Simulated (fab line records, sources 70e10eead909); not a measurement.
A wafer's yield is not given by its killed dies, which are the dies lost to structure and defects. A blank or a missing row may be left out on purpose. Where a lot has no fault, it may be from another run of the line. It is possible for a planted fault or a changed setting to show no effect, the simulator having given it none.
What tool caused it? / flow nand-harc / at 1 step of a route of 1302, 12 lots with 36 wafers sampled

== WHAT EACH GAUGE READ, for each wafer ==
NHARC_A_CHANNEL_HOLE_D1_INSPECT_12.
lot=L075; measured=day 8 23:14; on=defect-inspect-01; raw-defect-count=5 3 9
lot=L077; measured=day 9 16:32; on=defect-inspect-01; raw-defect-count=12 12 7
lot=L078; measured=day 10 08:04; on=defect-inspect-02; raw-defect-count=5 9 6
lot=L081; measured=day 10 22:52; on=defect-inspect-01; raw-defect-count=8 7 11
lot=L083; measured=day 11 22:09; on=defect-inspect-02; raw-defect-count=4 7 7
lot=L085; measured=day 13 00:15; on=defect-inspect-01; raw-defect-count=5 7 6
lot=L087; measured=day 13 21:59; on=defect-inspect-02; raw-defect-count=6 9 5
lot=L089; measured=day 14 18:12; on=defect-inspect-01; raw-defect-count=4 3 2
lot=L091; measured=day 15 10:56; on=defect-inspect-01; raw-defect-count=4 1 10
lot=L093; measured=day 16 18:31; on=defect-inspect-02; raw-defect-count=0 4 8
lot=L095; measured=day 16 20:25; on=defect-inspect-02; raw-defect-count=3 5 6
lot=L097; measured=day 18 01:46; on=defect-inspect-01; raw-defect-count=4 9 4

== WHAT TOOL EACH LOT RAN ON (gives the tool, then ch and the chambers of the sampled wafers, and finally the start) ==
No process step before these readings appears in the record.

== THE ANSWER, worked out from the rows above alone ==
Rule: the lots themselves supply what counts as usual. Put in order of their means at a reading, lots are off if they are a third of the lots or fewer, leave a main group of 4 or more, and stand apart from it by a gap of 3 or more times the standard deviation of the main group's means; of several such gaps the widest counts. If all means in a main group match to the digits the tables above print for the reading, that group is not used. A lot without any number at a reading at which 4 lots or more have one is off too. Where the step has rows for the other lots, those lots are counted as sound.
No lot is off at any reading shown: from this, nothing can be told.

== WHAT HAD BEEN PUT IN BY THE SIMULATOR ==
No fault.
